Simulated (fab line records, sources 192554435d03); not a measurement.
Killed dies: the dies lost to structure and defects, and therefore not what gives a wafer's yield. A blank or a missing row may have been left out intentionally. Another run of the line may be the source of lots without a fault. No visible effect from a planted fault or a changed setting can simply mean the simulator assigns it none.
A struck lot beside a sound one :: flow n5_finfet :: 15 steps out of a route of 1938
Sound: these wafers, L915.1, L915.2, L915.5. Wafers L907.1, L907.4 were the ones struck. The cause comes at the end.
For every step that has rows: the tool of each side, followed by ch and its chambers, followed by its first start. Under that, the readings that differ: sound wafers :: struck wafers :: difference of the means :: sigmas: that difference in standard deviations of wafers without a fault.
alike: words and numbers the same on both sides, and readings whose means are apart by under 2 such deviations; not compared: readings that were withheld, readings missing a value for some wafer, numbers with overlapping values and no deviation given by the record, and bounds like >300 which may hide the same value.
Wherever a step has rows on one side only, a row that says differs or no value, or a row with sigmas, the two part there. Non-overlapping numbers with no deviation appear without sigmas and do not part them. A reading that every wafer of one side lacks parts them only if that side has two wafers or more.

first, 8 steps without rows for these wafers: N5_SDB_COAT_03 (time 60 s, resist thk 100 nm); N5_SDB_COAT_04 (time 60 s, resist thk 18 nm); N5_SDB_COAT_05 (resist thk 90 nm); N5_SDB_EBR_07; N5_SDB_SOFTBAKE_06 (time 60 s); N5_SDB_EXPOSE_08 (exposes mask SDB); N5_SDB_PEB_09 (peb time 60 s); N5_SDB_DEVELOP_10 (develop time 30 s).
N5_SDB_CD_MEAS_11: the cd target is 50 nm.
  sound on cd_sem-01 ch 0, day 7 17:02; struck on cd_sem-01 ch 0, day 5 15:26
  alike: cd_nm
N5_SDB_OVL_MEAS_12:
  sound on overlay-02 ch 0, day 7 17:04; struck on overlay-02 ch 0, day 5 15:28
  alike: SDB_OVL
N5_SDB_INSPECT_13: inspects for defects (brightfield).
  struck on defect_inspect-01, day 5 15:30; sound on defect_inspect-02, day 7 17:05
  alike: raw_defect_count
N5_SDB_DESCUM_16: chemistry O2, time 7.9 s.
  sound on rie_diel-01 ch 0,1,3, day 7 17:07; struck on rie_diel-03 ch 3, day 5 15:32
reading: throttle_valve_pct (%)
sound: 21.0 20.3 20.5
struck: 19.9 19.9
difference: -0.7
sigmas: -2
  alike: drypump_motor_current_A, oes_product_au, rf_vpp_V, showerhead_plenum_p_Torr
  not compared: rf_hours_counter_h
N5_SDB_ETCH_17: etches SiARC in CF4, target depth 23.4 nm, time 39 s.
  sound on rie_diel-01 ch 0,1,3, day 7 17:09; struck on rie_diel-03 ch 3, day 5 15:34
reading: etch_rf_on_time_s (s)
sound: 36.6 41.0 41.1
struck: 27.2 27.2
difference: -12.4
sigmas: -8

reading: oes_product_au (a.u.)
sound: 0.63 0.60 0.65
struck: 0.92 0.93
difference: +0.30
sigmas: +5

reading: throttle_valve_pct (%)
sound: 15.94 15.62 15.72
struck: 15.21 15.21
difference: -0.55
sigmas: -2
  alike: drypump_motor_current_A, rf_vpp_V, showerhead_plenum_p_Torr
  not compared: rf_hours_counter_h
N5_SDB_ETCH_18: etches SOC in N2/H2, target depth 100 nm, overetch 20 nm, time 150 s.
  sound on rie_diel-01 ch 0,1,3, day 7 17:11; struck on rie_diel-03 ch 3, day 5 15:36
reading: throttle_valve_pct (%)
sound: 18.18 17.60 17.92
struck: 17.37 17.37
difference: -0.53
sigmas: -2
  alike: drypump_motor_current_A, h2_flow_sccm, oes_product_au, rf_vpp_V, showerhead_plenum_p_Torr
  not compared: rf_hours_counter_h
-- the record jumps here: 9 days lie between the struck wafers' starts before and after (it left off in module SDB and takes up again in module PASSIVATION, whose first step shown is number 1936 of the route) --
N5_PASSIVATION_PROBE_49:
  struck on prober-01, day 14 03:37; sound on prober-01, day 16 12:32
  alike: killed_at_M0_to_M3, killed_at_M4_up, killed_at_contacts, killed_at_front_end, killed_at_other, killed_dies, killed_open, killed_short

WHERE THEY PART
Last at N5_SDB_ETCH_18 as far as this record goes, first at N5_SDB_DESCUM_16. Later steps at which nothing parts them and some readings are alike: N5_PASSIVATION_PROBE_49.

WHY: what had been put in by the simulator
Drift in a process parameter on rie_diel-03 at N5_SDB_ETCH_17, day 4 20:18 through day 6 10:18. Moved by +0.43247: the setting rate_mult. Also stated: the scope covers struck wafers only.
